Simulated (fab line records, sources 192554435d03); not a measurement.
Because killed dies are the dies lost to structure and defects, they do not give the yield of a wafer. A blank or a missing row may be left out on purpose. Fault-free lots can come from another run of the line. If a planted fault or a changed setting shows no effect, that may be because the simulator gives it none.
Matching of chambers	flow n5_finfet	pecvd-04 running N5_BEOL_M8_PECVD_70: 3 sister chambers
The step deposits SiO2 from TEOS/O2, target thk 20 nm, time 22.7 s. 3 wafers are shown with their chamber, then 12 later ones without.

WAFERS WITH THEIR CHAMBER
wafer	chamber	throttle_valve_pct (%)
L088.4	0	22.9
L091.2	2	23.5
L091.4	1	21.4

WAFERS WITHOUT THEIR CHAMBER
wafer	throttle_valve_pct (%)
L092.2	23.4
L092.4	21.4
L092.5	22.9
L093.2	23.0
L093.3	21.3
L093.4	21.4
L095.1	21.1
L095.3	23.4
L095.6	23.0
L097.1	23.4
L097.2	21.1
L097.5	23.1

WHICH CHAMBER EACH WENT THROUGH
wafer	from the rows above	in truth
L092.2	2	2
L092.4	1	1
L092.5	0	0
L093.2	0	0
L093.3	1	1
L093.4	1	1
L095.1	1	1
L095.3	2	2
L095.6	0	0
L097.1	2	2
L097.2	1	1
L097.5	can't be placed: 0 or 2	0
Correctly placed: 11 of 12. Not placeable from these rows: 1 (in 1, the candidates include the true chamber). Wrongly placed: 0.
How it was worked out, from the rows above alone: a wafer's distance from a chamber is the root of the sum, over the readings, of the square of ((its reading less the chamber's mean) divided by the reading's scatter). If the next closest chamber is less than 2 further off than the closest, the wafer can't be placed; otherwise it belongs to the closest. For every chamber, the mean is computed from those of its wafers that are shown. The scatter: root of mean squared gap, hidden wafer to nearest shown wafer, with one shown wafer a chamber.
